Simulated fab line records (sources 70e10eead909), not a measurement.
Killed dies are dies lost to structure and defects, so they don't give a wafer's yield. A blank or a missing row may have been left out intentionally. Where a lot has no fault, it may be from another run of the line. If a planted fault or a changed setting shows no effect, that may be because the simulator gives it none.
fab line records ; flow nand-harc
[record] lots = 6; wafers = 18; last-day = 33
route steps=1302 shown A_STAIRCASE@760 END@1302
lots with no fault: from the same line, run without faults
start-h: the number of hours between the record's first day and the start of the first shown wafer of the lot ; wait-h: hours elapsed since this lot's preceding step ; " identical to the entry in the row above ; L1.1+2: one row covering several wafers at once ; - value missing, or start not given ; * or withheld: withheld ; < > ~ a bound
route shown NAME@n: NAME is a module with steps in the file, n the number in the route of the first one ; usual: mean/standard deviation taken from wafers without a fault ; same: alike in all rows ; chamber/n: place in a boat ; sites: the reading at each site ; _std_site: standard deviation of those values ; _edge_site: outer sites' mean less inner sites' ; radius-mm: for every site, how far away it sits from the centre of the wafer ; mask NAME#n: copy n ; behind: the last tool/chamber to shape the wafer ; hold: why the lot went on hold/how many hours it stayed there/how the hold came to an end ; device: transistor that didn't switch, given as n, p or np ; end of line: tests run on the same wafers once the route is complete ; for a step that has no rows: nothing shown but its recipe ; killed: the dies lost at the first sort to structure and to defects; this is not the yield of the wafer ; map: per-die view of a wafer (x killed, . not killed, _ where there is no die)
set.NAME: the setting as run; set.NAME@STEP: as run at that earlier step ; model.NAME: the simulator's own value behind a step, which no gauge read
lots at selected steps of the route; one table per step, one row per wafer
services: a tool's chamber out of use, with start hour (start-h, from the record's first day; less than 0 if before it), hours out, and reason
[[steps]]
[step NHARC_A_STAIRCASE_EBR_246]
[step NHARC_A_STAIRCASE_EXPOSE_247]
[recipe] na = 0.5; dose-mj = 25.34; mask-id = SDS_1
[step NHARC_A_STAIRCASE_PEB_248]
[recipe] peb-temp-c = 115; peb-time-s = 130
[step NHARC_A_STAIRCASE_DEVELOP_249]
[recipe] time-s = 140
[step NHARC_A_STAIRCASE_HARDBAKE_251]
[recipe] temp-c = 120; time-s = 140
[step NHARC_A_STAIRCASE_DESCUM_252]
[recipe] time-s = 3; o2-flow-sccm = 200; ar-flow-sccm = 0; bias-power-w = 0; chemistry = O2
[usual] drypump-motor-current-A = 5.9/0.59; o2-flow-sccm = 200.0/0.64; oes-product-au = 0.998/0.0085; rf-vpp-V = 57.9/0.86; showerhead-plenum-p-Torr = 1.94/0.095; throttle-valve-pct = 11.310/0.0089
lot.wafer;tool;chamber;start-h;wait-h;drypump-motor-current-A;o2-flow-sccm;oes-product-au;rf-hours-counter-h;rf-vpp-V;showerhead-plenum-p-Torr;throttle-valve-pct
L274.1;rie-diel-08;1;394.97;-;6.5;200.4;1.007;5;57.4;1.87;11.302
L274.4;rie-diel-08;0;394.97;-;4.8;200.3;1.016;9;59.1;2.07;11.319
L274.5;rie-diel-08;1;394.97;-;6.5;199.9;1.007;-;57.3;1.87;11.314
L279.2;rie-diel-08;3;436.50;-;6.3;199.6;0.992;21;57.1;2.05;11.323
L279.4;rie-diel-08;1;436.50;-;6.4;200.5;0.997;20;57.8;1.86;11.306
L279.3;rie-diel-08;2;436.50;-;5.6;199.5;1.002;20;57.7;1.93;11.318
L280.2;rie-diel-08;1;466.47;-;6.5;200.0;1.005;30;59.0;1.86;11.309
L280.3;rie-diel-08;2;466.47;-;5.5;199.8;0.999;29;57.2;1.93;11.319
L280.4;rie-diel-08;2;466.47;-;5.5;200.3;1.005;-;57.6;1.93;11.303
L285.2;rie-diel-08;2;512.60;-;5.5;200.1;0.994;43;57.2;1.92;11.303
L285.3;rie-diel-08;0;512.60;-;4.9;199.9;1.007;47;57.6;2.06;11.304
L285.6;rie-diel-08;2;512.60;-;5.5;200.6;0.999;-;57.4;1.92;11.313
L290.3;rie-diel-08;3;570.81;-;6.3;200.6;0.993;5;58.3;2.03;11.315
L290.1;rie-diel-08;1;570.81;-;6.5;200.1;1.014;1;57.5;1.85;11.310
L290.5;rie-diel-08;2;570.81;-;5.5;200.9;1.012;-;59.2;1.91;11.308
L293.3;rie-diel-13;0;586.73;-;5.1;200.9;0.993;20;57.7;1.88;11.316
L293.2;rie-diel-13;2;586.73;-;6.0;200.1;1.004;20;58.9;2.05;11.328
L293.5;rie-diel-13;1;586.73;-;6.7;199.5;1.009;-;57.4;1.78;11.295
[step NHARC_A_STAIRCASE_ETCH_253]
[recipe] target-depth-a = 500; time-s = 20.2; ion-energy-ev = 400; c4f8-flow-sccm = 20; o2-flow-sccm = 10; ar-flow-sccm = withheld; rf-w = 600; bias-w = 1000; chemistry = C4F8/O2
[usual] oes-product-au = 0.953/0.019; rf-vpp-V = 898/6
lot.wafer;tool;chamber;start-h;wait-h;oes-product-au;rf-hours-counter-h;rf-vpp-V
L274.1;rie-diel-08;1;395.11;0.1;0.950;5;895
L274.4;rie-diel-08;3;395.11;0.1;0.952;9;904
L274.5;rie-diel-08;1;395.11;0.1;0.949;-;892
L279.3;rie-diel-08;1;436.59;0.1;0.977;20;893
L279.2;rie-diel-08;2;436.59;0.1;0.985;20;897
L279.4;rie-diel-08;3;436.59;0.1;0.949;21;903
L280.2;rie-diel-08;2;466.58;0.1;0.937;29;898
L280.3;rie-diel-08;3;466.58;0.1;0.944;32;904
L280.4;rie-diel-08;3;466.58;0.1;0.938;-;905
L285.3;rie-diel-08;3;512.69;0.1;0.951;45;904
L285.2;rie-diel-08;0;512.69;0.1;0.970;47;906
L285.6;rie-diel-08;2;512.69;0.1;0.940;-;896
L290.1;rie-diel-08;1;570.89;0.1;0.987;1;893
L290.3;rie-diel-08;3;570.89;0.1;0.946;5;904
L290.5;rie-diel-08;0;570.89;0.1;0.962;-;905
L293.3;rie-diel-13;1;586.82;0.1;0.937;22;888
L293.2;rie-diel-13;3;586.82;0.1;0.920;14;895
L293.5;rie-diel-13;1;586.82;0.1;0.931;-;887
[step NHARC_A_STAIRCASE_STRIP_254]
[recipe] power-w = 1500; temp-c = 250; chemistry = O2
[usual] drypump-motor-current-A = 5.6/0.52; heater-power-w = 316/15
lot.wafer;tool;chamber;start-h;wait-h;drypump-motor-current-A;heater-power-w;rf-hours-counter-h
L274.1;plasma-asher-02;1;395.20;-;5.2;302;30
L274.4;plasma-asher-02;0;395.20;-;5.0;310;-
L274.5;plasma-asher-02;1;395.20;-;5.2;284;-
L279.2;plasma-asher-01;1;436.72;-;6.3;317;17
L279.3;plasma-asher-01;0;436.72;-;5.7;318;-
L279.4;plasma-asher-01;1;436.72;-;6.3;317;-
L280.2;plasma-asher-01;1;466.67;-;6.3;323;24
L280.4;plasma-asher-01;1;466.67;-;6.3;329;-
L280.3;plasma-asher-01;0;466.67;-;5.7;317;-
L285.2;plasma-asher-02;0;512.77;-;5.0;293;17
L285.3;plasma-asher-02;0;512.77;-;5.0;289;-
L285.6;plasma-asher-02;0;512.77;-;5.0;290;-
L290.1;plasma-asher-01;1;570.98;-;6.3;333;10
L290.3;plasma-asher-01;1;570.98;-;6.3;343;-
L290.5;plasma-asher-01;0;570.98;-;5.7;331;-
L293.2;plasma-asher-01;0;587.06;-;5.7;340;14
L293.3;plasma-asher-01;1;587.06;-;6.3;343;-
L293.5;plasma-asher-01;0;587.06;-;5.7;327;-
[step NHARC_A_STAIRCASE_STRIP_255]
[recipe] time-s = 900; temp-c = 130; chemistry = SPM
[step NHARC_A_STAIRCASE_PRECLEAN_256]
[recipe] time-s = *; temp-c = 50; bath-age-min = 0; chemistry = SC1
[step NHARC_A_STAIRCASE_SRD_257]
[step NHARC_A_STAIRCASE_HM_DEP_456]
[recipe] target-thk-a = 31000; temp-c = 400; material = aC
[usual] throttle-valve-pct = 35.000/0.0092
lot.wafer;tool;chamber;start-h;wait-h;throttle-valve-pct
L274.1;acl-dep-01;0;396.01;-;34.989
L274.4;acl-dep-01;0;396.01;-;35.004
L274.5;acl-dep-01;0;396.01;-;34.989
L279.2;acl-dep-03;0;437.80;-;34.986
L279.3;acl-dep-03;0;437.80;-;34.982
L279.4;acl-dep-03;0;437.80;-;34.986
L280.2;acl-dep-03;0;469.26;-;35.007
L280.3;acl-dep-03;0;469.26;-;35.006
L280.4;acl-dep-03;0;469.26;-;35.004
L285.2;acl-dep-02;0;516.03;-;34.994
L285.3;acl-dep-02;0;516.03;-;35.006
L285.6;acl-dep-02;0;516.03;-;35.005
L285.2;acl-dep-02;0;518.52;2.2;35.009
L285.3;acl-dep-02;0;518.52;2.2;35.008
L285.6;acl-dep-02;0;518.52;2.2;35.002
L290.1;acl-dep-03;0;571.80;-;35.002
L290.3;acl-dep-03;0;571.80;-;34.992
L290.5;acl-dep-03;0;571.80;-;35.002
L290.1;acl-dep-03;0;574.21;2.1;35.003
L290.3;acl-dep-03;0;574.21;2.1;34.995
L290.5;acl-dep-03;0;574.21;2.1;34.988
L293.2;acl-dep-02;0;591.92;-;35.007
L293.3;acl-dep-02;0;591.92;-;34.987
L293.5;acl-dep-02;0;591.92;-;34.988
[step NHARC_A_STAIRCASE_DEP_259]
[recipe] target-thk-a = 300; target-thk-nm = 30; temp-c = 400; pressure-torr = 3.5; flow-sccm = 200; rf-w = 350; material = SiON
[usual] heater-power-w = 695/73
lot.wafer;tool;chamber;start-h;wait-h;heater-power-w
L274.1;pecvd-01;2;397.89;1.6;595
L274.4;pecvd-01;0;397.89;1.6;851
L274.5;pecvd-01;1;397.89;1.6;811
L279.3;pecvd-02;1;439.39;1.0;794
L279.2;pecvd-02;2;439.39;1.0;752
L279.4;pecvd-02;1;439.39;1.0;781
L280.2;pecvd-03;1;470.84;1.3;712
L280.3;pecvd-03;2;470.84;1.3;722
L280.4;pecvd-03;1;470.84;1.3;692
L285.2;pecvd-02;1;520.27;1.4;830
L285.3;pecvd-02;1;520.27;1.4;829
L285.6;pecvd-02;1;520.27;1.4;840
L290.3;pecvd-02;1;576.12;1.0;831
L290.1;pecvd-02;2;576.12;1.0;669
L290.5;pecvd-02;1;576.12;1.0;807
L293.3;pecvd-03;1;593.49;1.0;615
L293.2;pecvd-03;2;593.49;1.0;733
L293.5;pecvd-03;2;593.49;1.0;758
[step NHARC_END_SORT_01]
[recipe] temp-c = 25
[usual] killed-at-array = 55/17; killed-at-other = 1.1/1.6; killed-at-periphery = 3.8/2.5; killed-dies = 60/18; killed-open = 3.3/1.9; killed-short = 2.5/1.7
[same] gross-dies = 677
lot.wafer;tool;chamber;start-h;wait-h;killed-at-array;killed-at-other;killed-at-periphery;killed-dies;killed-open;killed-short
L274.1;prober-02;0;588.49;2.5;54;1;9;64;4;3
L274.4;prober-02;0;590.91;3.4;69;1;5;75;6;5
L274.5;prober-02;0;591.72;3.7;56;0;8;64;4;2
L279.3;prober-01;0;626.06;3.1;29;0;0;29;0;4
L285.2;prober-01;0;704.35;2.8;47;3;8;58;1;7
L285.3;prober-01;0;705.13;3.1;40;0;3;43;4;2
L285.6;prober-01;0;707.48;3.9;36;1;1;38;4;1
L290.1;prober-01;0;798.28;2.5;37;0;5;42;4;3
L290.3;prober-01;0;799.90;3.1;25;0;3;28;2;2
L290.5;prober-01;0;801.52;3.7;32;0;0;32;3;2
L293.2;prober-01;0;801.23;2.8;37;1;3;41;4;2
L293.3;prober-01;0;802.02;3.1;50;0;2;52;4;3
L293.5;prober-01;0;803.58;3.6;46;0;2;48;2;3
// killed by level:class
L274.1 A_CHANNEL_HOLE_D1:chamber-film-flake=22 A_SLIT:chamber-film-flake=21 P_M0:chamber-film-flake=4 A_CHANNEL_HOLE_D2:chamber-film-flake=4 A_SGD_CUT:chamber-film-flake=2 P_M0:geometric-particle:short=1 P_M0:geometric-particle:open=1 P_M1:geometric-particle:open=1
L274.4 A_CHANNEL_HOLE_D1:chamber-film-flake=25 A_SLIT:chamber-film-flake=16 A_CHANNEL_HOLE_D2:chamber-film-flake=10 A_CONTACT:chamber-film-flake=4 A_SGD_CUT:chamber-film-flake=3 A_CHANNEL_FILL_D2:geometric-particle:open=2 P_CONTACT:geometric-particle:open=1 P_M1:geometric-particle:open=1
L274.5 A_SLIT:chamber-film-flake=26 A_CHANNEL_HOLE_D1:chamber-film-flake=16 P_M0:chamber-film-flake=5 A_CHANNEL_HOLE_D2:chamber-film-flake=4 A_CONTACT:chamber-film-flake=3 A_BLC:geometric-particle:open=2 P_GATE:geometric-particle:short=1 A_ONON_D1:geometric-particle:open=1
L279.3 A_CHANNEL_HOLE_D2:chamber-film-flake=7 A_CONTACT:chamber-film-flake=5 A_M1:chamber-film-flake=5 A_CHANNEL_HOLE_D1:chamber-film-flake=4 A_WL_FILL:geometric-particle:short=2 A_STAIRCASE:chamber-film-flake=2 A_CHANNEL_HOLE_D1:geometric-particle:short=1 A_STAIRCASE:geometric-particle:short=1
L285.2 A_SLIT:chamber-film-flake=18 A_CHANNEL_HOLE_D1:chamber-film-flake=11 P_M2:chamber-film-flake=3 A_WL_FILL:chamber-film-flake=3 THIN_TSV:chamber-film-flake=3 A_WL_FILL:geometric-particle:short=2 P_GATE:chamber-film-flake=2 A_CHANNEL_FILL_D1:chamber-film-flake=2
L285.3 A_SLIT:chamber-film-flake=19 A_CONTACT:chamber-film-flake=6 A_CHANNEL_FILL_D2:chamber-film-flake=5 P_M2:chamber-film-flake=2 P_M1:geometric-particle:open=1 A_ONON_D2:geometric-particle:open=1 A_CHANNEL_FILL_D2:geometric-particle:short=1 A_CHANNEL_FILL_D2:geometric-particle:open=1
L285.6 A_SLIT:chamber-film-flake=14 A_CHANNEL_HOLE_D1:chamber-film-flake=7 A_CHANNEL_FILL_D2:chamber-film-flake=4 A_CHANNEL_FILL_D2:geometric-particle:open=2 A_STAIRCASE:chamber-film-flake=2 A_CONTACT:chamber-film-flake=2 A_ONON_D1:geometric-particle:open=1 A_DECK1_JOINT:geometric-particle:short=1
L290.1 A_SLIT:chamber-film-flake=18 A_STAIRCASE:chamber-film-flake=6 A_CHANNEL_HOLE_D1:chamber-film-flake=5 A_WL_FILL:chamber-film-flake=2 P_GATE:geometric-particle:open=1 P_GATE:geometric-particle:short=1 P_M0:geometric-particle:open=1 A_CHANNEL_HOLE_D1:geometric-particle:short=1
L290.3 A_SLIT:chamber-film-flake=14 A_CHANNEL_HOLE_D1:chamber-film-flake=3 A_CHANNEL_HOLE_D1:geometric-particle:open=2 P_GATE:chamber-film-flake=2 A_ONON_D2:geometric-particle:short=1 A_CHANNEL_HOLE_D2:geometric-particle:short=1 P_CONTACT:chamber-film-flake=1 A_CHANNEL_HOLE_D2:chamber-film-flake=1
L293.2 A_SLIT:chamber-film-flake=13 A_CONTACT:chamber-film-flake=10 A_CHANNEL_HOLE_D1:chamber-film-flake=7 P_GATE:chamber-film-flake=2 P_M0:geometric-particle:short=1 A_CHANNEL_FILL_D1:geometric-particle:short=1 A_CHANNEL_FILL_D1:geometric-particle:open=1 A_CHANNEL_FILL_D2:geometric-particle:open=1
L290.5 A_SLIT:chamber-film-flake=17 A_CHANNEL_HOLE_D1:chamber-film-flake=5 A_WL_FILL:chamber-film-flake=3 A_ONON_D2:geometric-particle:short=1 A_CHANNEL_FILL_D2:geometric-particle:open=1 A_SGD_CUT:geometric-particle:short=1 A_WL_FILL:geometric-particle:open=1 A_BLC:geometric-particle:open=1
L293.3 A_SLIT:chamber-film-flake=19 A_CHANNEL_HOLE_D1:chamber-film-flake=18 A_CONTACT:chamber-film-flake=7 P_CONTACT:geometric-particle:short=1 A_CHANNEL_HOLE_D2:geometric-particle:short=1 A_CHANNEL_FILL_D2:geometric-particle:open=1 A_WL_FILL:geometric-particle:short=1 A_WL_FILL:geometric-particle:open=1
L293.5 A_SLIT:chamber-film-flake=15 A_CONTACT:chamber-film-flake=12 A_CHANNEL_HOLE_D1:chamber-film-flake=9 A_DECK1_JOINT:chamber-film-flake=2 A_STAIRCASE:chamber-film-flake=2 P_GATE:geometric-particle:short=1 A_CHANNEL_FILL_D1:geometric-particle:short=1 A_ONON_D2:geometric-particle:open=1
[[services]]
tool;chamber;start-h;hours;kind
pecvd-01;1;372.09;7.2;repair
pecvd-02;-;375.16;0.9;repair
rie-diel-08;1;385.33;6.2;repair
pecvd-03;-;402.64;0.9;repair
pecvd-02;-;408.03;13.0;pm
pecvd-01;-;409.46;0.5;repair
plasma-asher-02;-;426.15;9.0;pm
acl-dep-02;-;428.13;13.0;pm
pecvd-02;-;435.28;1.9;repair
pecvd-03;2;440.93;10.4;repair
rie-diel-08;0;462.37;9.5;repair
rie-diel-13;0;471.12;7.6;repair
acl-dep-03;-;483.89;13.0;pm
pecvd-01;-;492.64;13.0;pm
pecvd-02;0;511.88;20.5;repair
rie-diel-13;-;519.35;9.0;pm
plasma-asher-01;-;520.68;9.0;pm
plasma-asher-02;-;538.43;9.5;repair
rie-diel-08;-;544.93;9.0;pm
pecvd-03;-;547.31;13.0;pm
rie-diel-08;1;558.67;8.7;repair
rie-diel-13;3;570.33;8.1;repair
rie-diel-08;-;586.61;0.7;repair
pecvd-02;-;589.03;13.0;pm
[[key]]
[first-sign] step = NHARC_A_STAIRCASE_HM_DEP_456; reading = visit; direction = added
effect none on later readings
met-at NHARC_A_STAIRCASE_HM_DEP_456
struck-wafers L285.2,L285.3,L285.6,L290.1,L290.3,L290.5
tester-left-out L285,L290
[fault] kind = repeated-step-whole; tool = acl-dep-01,acl-dep-02,acl-dep-03; chamber = -; onset-h = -; steps = NHARC_A_STAIRCASE_HM_DEP_456; times = 1; scope = struck-lots-only
// tester-left-out: of these lots the tester's yield and bins aren't shown, on N5 and GAA mostly nor the transistor test; their killed dies are dies lost to structure and defects alone, not to doping, threshold or leakage, so they don't give the yield
